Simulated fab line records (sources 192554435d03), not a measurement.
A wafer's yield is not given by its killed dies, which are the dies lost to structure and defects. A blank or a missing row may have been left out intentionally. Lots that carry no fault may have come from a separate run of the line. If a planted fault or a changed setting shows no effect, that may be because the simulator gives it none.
Matching of chambers | flow n5Finfet | N5_BEOL_M1_CVD_47 on cvdCo-02: 3 sister chambers
The step deposits Co from CCTBA/H2, target thk 3 nm, time 223.8 s. 3 wafers are shown with their chamber, then 6 later ones without.

## WAFERS PAIRED WITH THEIR CHAMBERS
wafer  | chamber | runLengthS (s)
L155.6 | 0       | 247.8
L161.2 | 2       | 246.4
L161.4 | 1       | 247.0

## WAFERS MISSING THEIR CHAMBER
wafer  | runLengthS (s)
L172.1 | 247.5
L172.2 | 247.1
L172.6 | 246.7
L174.2 | 246.5
L174.4 | 246.4
L174.5 | 247.5

## WHICH CHAMBER EACH WENT THROUGH
wafer  | from the rows above     | in truth
L172.1 | can't be placed: 0 or 1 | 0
L172.2 | 1                       | 1
L172.6 | can't be placed: 2 or 1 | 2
L174.2 | can't be placed: 2 or 1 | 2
L174.4 | 2                       | 2
L174.5 | can't be placed: 0 or 1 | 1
Placed correctly: 2 of 6. From these rows, 4 cannot be placed; in 4 the true chamber is one of the candidates. 0 placed wrongly.
How it was worked out, from the rows above alone: a wafer's distance from a chamber is the root of the sum, over the readings, of the square of ((its reading less the chamber's mean) divided by the reading's scatter). If the next closest chamber is less than 2 further off than the closest, the wafer can't be placed; otherwise it belongs to the closest. The mean given for a chamber averages the wafers shown for that chamber. The scatter: with one shown wafer a chamber, the root of the mean of the squares of how far each hidden wafer lies from its nearest shown one.
